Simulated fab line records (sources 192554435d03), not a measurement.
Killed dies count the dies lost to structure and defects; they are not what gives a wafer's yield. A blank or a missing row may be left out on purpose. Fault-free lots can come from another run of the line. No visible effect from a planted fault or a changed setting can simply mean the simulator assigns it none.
The same fault as seen by 2 desks	flow n5-finfet	each desk has only its own numbers; what lay behind them comes last

## THE TOOL OWNER'S DESK: cmp-02
The tool's own readings at N5_HKMG_FIN_CMP_94 (polishes, stops on SiNx, t overpolish 4.7 s, target thk 43.299 nm): means of the sampled wafers that have a number, for each lot that ran on this tool. The brackets show how far a lot's mean lies from the usual mean; more than 4 standard deviations puts the lot out of limits, marked OUT.
Columns: A = motor-current-A at N5_HKMG_FIN_CMP_94, usual 11.6 A; B = platen-rpm at N5_HKMG_FIN_CMP_94, usual 50.291 rpm
lot	first seen here	A	B
L619	day 4 15:40	11.1	50.282
L621	day 4 22:52	9.2	50.321
L624	day 6 00:06	10.1	50.304
L634	day 8 08:22	11.3	48.261 (-68) OUT
L637	day 9 01:56	10.2	48.258 (-68) OUT
This desk's verdict: out of limits on L634, L637, starting with L634 at day 8 08:22 (platen-rpm at N5_HKMG_FIN_CMP_94). L619, L621, L624 stayed within limits.

## FROM THE METROLOGY DESK
What the gauges read for every lot (on any tool): the sampled wafers with a number, averaged. The brackets show how far a lot's mean lies from the usual mean; more than 4 standard deviations puts the lot out of limits, marked OUT. Only the readings that lie furthest out on some lot appear, 7 of the 10 it has.
Columns: A = DIBL_N at N5_BEOL_M4_RC_MEAS_101, usual 37.7 mV/V; B = DIBL_P at N5_BEOL_M4_RC_MEAS_101, usual 37.7 mV/V; C = IOFF_P at N5_BEOL_M4_RC_MEAS_101, usual 0.23 nA/um; D = SS_N at N5_BEOL_M4_RC_MEAS_101, usual 71.9 mV/dec; E = SS_P at N5_BEOL_M4_RC_MEAS_101, usual 73.6 mV/dec; F = VT_N at N5_BEOL_M4_RC_MEAS_101, usual 248 mV; G = VT_P at N5_BEOL_M4_RC_MEAS_101, usual -249 mV
lot	first seen here	A	B	C	D	E	F	G
L618	day 12 07:17	38.4	38.9	0.28	72.4	73.2	247	-243
L619	day 12 09:55	38.0	36.2	0.22	71.9	73.8	245	-249
L621	day 12 12:42	37.7	37.1	0.21	71.3	73.3	248	-252
L623	day 12 17:31	37.3	37.6	0.22	71.9	74.1	249	-251
L624	day 13 17:46	37.8	39.3	0.23	72.3	74.6	248	-248
L626	day 13 18:59	37.6	38.1	0.23	72.7	74.1	250	-252
L634	day 15 22:14	37.9	39.4	0.23	72.0	74.2	251	-251
L637	day 16 17:51	35.3	35.3	0.19	70.6	73.0	251	-252
L640	day 17 05:06	38.0	37.4	0.25	72.1	73.4	246	-248
L641	day 17 18:26	35.6	35.2	0.23	71.5	73.5	249	-247
This desk found nothing out of limits on any of the 10 lots.

## ALL TOGETHER
The tool owner's desk had the chance to raise an alarm at day 8 08:22 on L634, L637.
The metrology desk saw nothing out of limits.
The metrology desk holds a record of L634, L637, inside its limits.
On cmp-02, each named lot ran N5_HKMG_FIN_CMP_94.

## WHAT HAD BEEN PUT IN BY THE SIMULATOR
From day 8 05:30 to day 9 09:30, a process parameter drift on cmp-02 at N5_HKMG_FIN_CMP_94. From 50.289, the setting platen-rpm moved by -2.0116. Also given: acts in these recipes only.
Lots struck among those shown: L634, L637.
Each desk's first reading out of limits, in hours after the fault started: the tool owner's desk, 3.
